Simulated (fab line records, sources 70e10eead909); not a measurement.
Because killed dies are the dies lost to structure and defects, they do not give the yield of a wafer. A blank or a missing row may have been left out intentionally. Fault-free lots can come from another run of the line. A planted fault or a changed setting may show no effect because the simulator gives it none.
Code-filled problem report in 8D (eight disciplines) form | flow nandHarc | the parts of the form that need people (team, actions taken, sign-off) are left out

== 1. WHAT WENT WRONG ==
At NHARC_P_GATE_CD_MEAS_91, cdNm averages 1987.1 nm over 6 wafers from 2 lots, while fault-free wafers read 1999.1 nm, standard deviation 1.8. That puts it -6.7 standard deviations away from the usual mean.
The step: target cd 2000 nm.
The first sign was on wafer L666.1 at day 10 23:08, on cdSem-03. The record has a number at this step for 36 wafers belonging to 12 lots. By rule, "out" or "out of limits" means more than 4 standard deviations away from the usual mean. The other wafers with a number count as sound.

== 2. WHAT IT IS, AND WHAT IT ISN'T ==
question                    | is                     | is not
which readings at this step | cdNm                   | -
which lots                  | L666, L670             | L654, L656, L658, L659, L660, L661, L662, L671, L674, L676
which wafers of those lots  | all that have a number | -
read on which gauges        | cdSem-01, cdSem-03     | cdSem-02
when                        | from day 10 23:08      | up to then (21 sound wafers); but 9 sound wafers of L671, L674, L676 came after

== 3. THE SUSPECTS, EACH WITH WHAT RULES IT OUT ==
Counting: a tool at a process step up to the reading stays a suspect if it ran every lot that is out and no sound lot after the first of them.
- the gauge at NHARC_P_GATE_CD_MEAS_91: ruled out. Those wafers that are out were read across 2 gauges (cdSem-01, cdSem-03).
- krfScanner-02 at NHARC_P_GATE_EXPOSE_88 (exposes mask P HVN, target cd 2000 nm): kept. Every lot that is out went through it, starting with L666 (day 10 22:59), and after that it ran no sound lot; the last sound lot it ran before then is L661 (day 8 20:52). Out on those wafers are its own readings of exposureDoseMJCm2.
Remaining after the count: krfScanner-02 at NHARC_P_GATE_EXPOSE_88.

== 4. THE CAUSE (what the simulator had put in) ==
Process parameter drift: krfScanner-02, from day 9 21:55 on, at NHARC_P_GATE_EXPOSE_88. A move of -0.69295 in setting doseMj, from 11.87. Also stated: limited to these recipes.
The count eliminated every tool but this one.

== 5. THE EFFECT CHAIN, in route order ==
One row per reading whose mean, taken over the struck wafers that have a number, lies over 3 standard deviations from the usual. Only readings whose record carries a usual standard deviation are examined. hours: median over the lots of the time between each lot's start at the first step of this table that gives one and its start at this step. sigmas: the change, counted in usual standard deviations.
hours | step                    | reading           | usual     | on struck wafers | change | sigmas
0     | NHARC_P_GATE_EXPOSE_88  | exposureDoseMJCm2 | 11.871    | 11.183           | -0.688 | -57
0     | NHARC_P_GATE_CD_MEAS_91 | cdNm              | 1999.1 nm | 1987.1           | -12.0  | -6.7
Its process steps:
- NHARC_P_GATE_EXPOSE_88: exposes mask P HVN, target cd 2000 nm.
Later measuring or inspecting steps at which every struck wafer that the step has a row for has a number for every such reading, and none has moved that far: NHARC_END_SORT_01.

== 6. HOW IT WOULD HAVE BEEN CAUGHT EARLIER ==
The first out-of-limits reading at a measuring or inspecting step in this record came at day 10 23:08, 25 hours after the fault's start at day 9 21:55.
Tool's own readings at NHARC_P_GATE_EXPOSE_88, exposureDoseMJCm2: out on all struck wafers the step has rows for; an alarm limit on them would have tripped on the first.
L670, from the lots that are out (2), started NHARC_P_GATE_EXPOSE_88 on krfScanner-02 later than day 10 23:08. Had the tool been put on hold then, it would have been spared.
